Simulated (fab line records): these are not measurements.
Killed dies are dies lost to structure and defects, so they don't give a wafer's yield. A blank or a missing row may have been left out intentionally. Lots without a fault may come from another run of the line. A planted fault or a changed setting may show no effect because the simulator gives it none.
Chamber matching || flow n5 finfet || N5_SD_EPI_N_ETCH_34 on rie diel-02 has 4 sister chambers
The step etches SiARC in CF4, target depth 45.5 nm, time 75.8 s. 14 wafers are shown with their chamber, then 7 later ones without.

EACH WAFER AND ITS CHAMBER
{"wafer": "L078.1", "chamber": 1, "drypump motor current A (A)": 4.8, "throttle valve pct (%)": 15.51, "showerhead plenum p Torr (Torr)": 2.05}
{"wafer": "L078.2", "chamber": 0, "drypump motor current A (A)": 5.5, "throttle valve pct (%)": 15.13, "showerhead plenum p Torr (Torr)": 2.17}
{"wafer": "L078.5", "chamber": 3, "drypump motor current A (A)": 5.9, "throttle valve pct (%)": 15.52, "showerhead plenum p Torr (Torr)": 2.17}
{"wafer": "L079.2", "chamber": 1, "drypump motor current A (A)": 4.8, "throttle valve pct (%)": 15.52, "showerhead plenum p Torr (Torr)": 2.05}
{"wafer": "L079.4", "chamber": 2, "drypump motor current A (A)": 5.6, "throttle valve pct (%)": 16.16, "showerhead plenum p Torr (Torr)": 2.20}
{"wafer": "L079.5", "chamber": 1, "drypump motor current A (A)": 4.8, "throttle valve pct (%)": 15.50, "showerhead plenum p Torr (Torr)": 2.05}
{"wafer": "L084.2", "chamber": 0, "drypump motor current A (A)": 5.4, "throttle valve pct (%)": 15.15, "showerhead plenum p Torr (Torr)": 2.16}
{"wafer": "L084.5", "chamber": 3, "drypump motor current A (A)": 5.9, "throttle valve pct (%)": 15.54, "showerhead plenum p Torr (Torr)": 2.17}
{"wafer": "L084.6", "chamber": 1, "drypump motor current A (A)": 4.8, "throttle valve pct (%)": 15.54, "showerhead plenum p Torr (Torr)": 2.04}
{"wafer": "L085.3", "chamber": 1, "drypump motor current A (A)": 4.8, "throttle valve pct (%)": 15.53, "showerhead plenum p Torr (Torr)": 2.04}
{"wafer": "L085.4", "chamber": 1, "drypump motor current A (A)": 4.8, "throttle valve pct (%)": 15.55, "showerhead plenum p Torr (Torr)": 2.04}
{"wafer": "L085.6", "chamber": 3, "drypump motor current A (A)": 5.9, "throttle valve pct (%)": 15.56, "showerhead plenum p Torr (Torr)": 2.17}
{"wafer": "L086.1", "chamber": 3, "drypump motor current A (A)": 5.9, "throttle valve pct (%)": 15.57, "showerhead plenum p Torr (Torr)": 2.17}
{"wafer": "L086.3", "chamber": 0, "drypump motor current A (A)": 5.5, "throttle valve pct (%)": 15.16, "showerhead plenum p Torr (Torr)": 2.16}

SIGNATURES (averages over the wafers above)
{"reading": "drypump motor current A", "chamber 0": 5.467, "chamber 1": 4.800, "chamber 2": 5.600, "chamber 3": 5.900, "scatter within a chamber": 0.0258}
{"reading": "throttle valve pct", "chamber 0": 15.1467, "chamber 1": 15.5250, "chamber 2": 16.1600, "chamber 3": 15.5475, "scatter within a chamber": 0.0192}
{"reading": "showerhead plenum p Torr", "chamber 0": 2.1633, "chamber 1": 2.0450, "chamber 2": 2.2000, "chamber 3": 2.1700, "scatter within a chamber": 0.00465}
Rule: a wafer lies at a distance from a chamber equal to the root of the sum of squares, over the readings, of (its reading less the chamber's mean, divided by the reading's scatter). The wafer belongs to the nearest chamber; if the next one is less than 2 further off, it can't be placed. The scatter: the root of (the sum of the squares of (reading less its chamber's mean) over the shown wafers, divided by (wafers less chambers)).

WAFERS WHOSE CHAMBER IS MISSING
{"wafer": "L086.5", "drypump motor current A (A)": 5.8, "throttle valve pct (%)": 15.55, "showerhead plenum p Torr (Torr)": 2.17}
{"wafer": "L093.2", "drypump motor current A (A)": 5.6, "throttle valve pct (%)": 15.19, "showerhead plenum p Torr (Torr)": 2.16}
{"wafer": "L093.3", "drypump motor current A (A)": 4.8, "throttle valve pct (%)": 15.57, "showerhead plenum p Torr (Torr)": 2.04}
{"wafer": "L093.4", "drypump motor current A (A)": 5.6, "throttle valve pct (%)": 15.72, "showerhead plenum p Torr (Torr)": 2.19}
{"wafer": "L096.1", "drypump motor current A (A)": 5.9, "throttle valve pct (%)": 15.60, "showerhead plenum p Torr (Torr)": 2.16}
{"wafer": "L096.5", "drypump motor current A (A)": 5.6, "throttle valve pct (%)": 15.72, "showerhead plenum p Torr (Torr)": 2.19}
{"wafer": "L096.6", "drypump motor current A (A)": 4.8, "throttle valve pct (%)": 15.58, "showerhead plenum p Torr (Torr)": 2.04}

WHICH CHAMBER EACH ONE RAN IN
{"wafer": "L086.5", "from the rows above": 3, "in truth": 3}
{"wafer": "L093.2", "from the rows above": 0, "in truth": 0}
{"wafer": "L093.3", "from the rows above": 1, "in truth": 1}
{"wafer": "L093.4", "from the rows above": 3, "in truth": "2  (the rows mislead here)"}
{"wafer": "L096.1", "from the rows above": 3, "in truth": 3}
{"wafer": "L096.5", "from the rows above": 3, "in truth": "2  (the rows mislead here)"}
{"wafer": "L096.6", "from the rows above": 1, "in truth": 1}
Correctly placed: 5 of 7. Number that these rows cannot place: 0. Wrongly placed: 2.
